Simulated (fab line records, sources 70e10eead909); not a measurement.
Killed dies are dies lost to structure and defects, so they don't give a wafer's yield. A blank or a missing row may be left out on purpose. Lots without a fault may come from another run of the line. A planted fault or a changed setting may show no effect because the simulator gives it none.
A struck lot beside a sound one | flow nand_harc | 14 steps out of a route of 1302
Sound: wafers L896.3, L896.4, L896.6. Struck: wafer L904.5. (L904.1, L904.4 of the same lot were not struck and are left out.) The cause comes at the end.
At each step with rows: each side's tool, then ch and its chambers, then its first start. Under that, the readings that differ: sound wafers | struck wafers | difference of the means | sigmas: that difference in standard deviations of wafers without a fault.
alike: readings whose means differ by less than 2 such deviations, and words and numbers that are the same on both sides. not compared: withheld readings, readings that some wafer has no value for, bounds like >300 that may hide the same value, and numbers for which the record gives no deviation and whose values overlap.
The two part at a step that has a row with sigmas, a row that says differs or no value, or rows on one side only. Numbers that don't overlap but have no deviation are shown without sigmas and don't part them. A reading that every wafer of one side lacks parts them only if that side has two wafers or more.

NHARC_A_SOURCE_PLATE_THK_MEAS_09: measures by ellipsometry.
  sound on film_metro-01, day 7 12:33; struck on film_metro-01, day 10 20:10
  alike: thk_nm
then, 3 steps without rows for these wafers: NHARC_A_SOURCE_PLATE_PVD_04 (deposits WSi2, target thk 50 nm); NHARC_A_SOURCE_PLATE_CVD_03 (deposits poly-Si, target thk 200 nm, time 4000 s); NHARC_A_SOURCE_PLATE_ANNEAL_05 (time 1800 s).
NHARC_A_SOURCE_PLATE_THK_MEAS_06: measures by ellipsometry.
  sound on film_metro-02, day 8 01:05; struck on film_metro-02, day 11 11:13
  alike: thk_nm
NHARC_A_SOURCE_PLATE_INSPECT_08:
  sound on defect_inspect-01, day 8 01:09; struck on defect_inspect-01, day 11 11:16
  reading          | sound    | struck | difference | sigmas
  raw_defect_count | 86 46 69 | 139    | +72        | +3
then, 1 step without rows for these wafers: NHARC_A_ONON_D1_DEP_00 (target thk 1000 nm).
NHARC_A_ONON_D1_THK_MEAS_02: measures by ellipsometry.
  sound on film_metro-01, day 8 01:43; struck on film_metro-01, day 11 11:51
  alike: thk_nm
then, 1 step without rows for these wafers: NHARC_A_ONON_D1_DEP_03 (target thk 1000 nm).
NHARC_A_ONON_D1_THK_MEAS_05: measures by ellipsometry.
  sound on film_metro-02, day 8 02:17; struck on film_metro-02, day 11 12:25
  alike: thk_nm
NHARC_A_ONON_D1_DEP_06: target thk 1000 nm.
  sound on pecvd_onon-04 ch 0, day 8 02:28; struck on pecvd_onon-04 ch 0, day 11 12:28
NHARC_A_ONON_D1_THK_MEAS_08: measures by ellipsometry.
  sound on film_metro-02, day 8 02:52; struck on film_metro-01, day 11 12:59
  reading     | sound          | struck | difference | sigmas
  thk_nm (nm) | 1013 1011 1010 | 1750   | +739       | +79
then, 1 step without rows for these wafers: NHARC_A_ONON_D1_DEP_09 (target thk 1000 nm).
-- the record jumps here: 17 days lie between the struck wafers' starts before and after (it left off in module A_ONON_D1 and takes up again in module END, whose first step shown is number 1302 of the route) --
NHARC_END_SORT_01:
  the record has rows for the struck wafers here (prober-02 ch 0, day 28 06:47) and none for the sound ones

WHERE THEY PART
First at NHARC_A_SOURCE_PLATE_INSPECT_08; last, within this record, at NHARC_END_SORT_01.

WHY: what the simulator had put in
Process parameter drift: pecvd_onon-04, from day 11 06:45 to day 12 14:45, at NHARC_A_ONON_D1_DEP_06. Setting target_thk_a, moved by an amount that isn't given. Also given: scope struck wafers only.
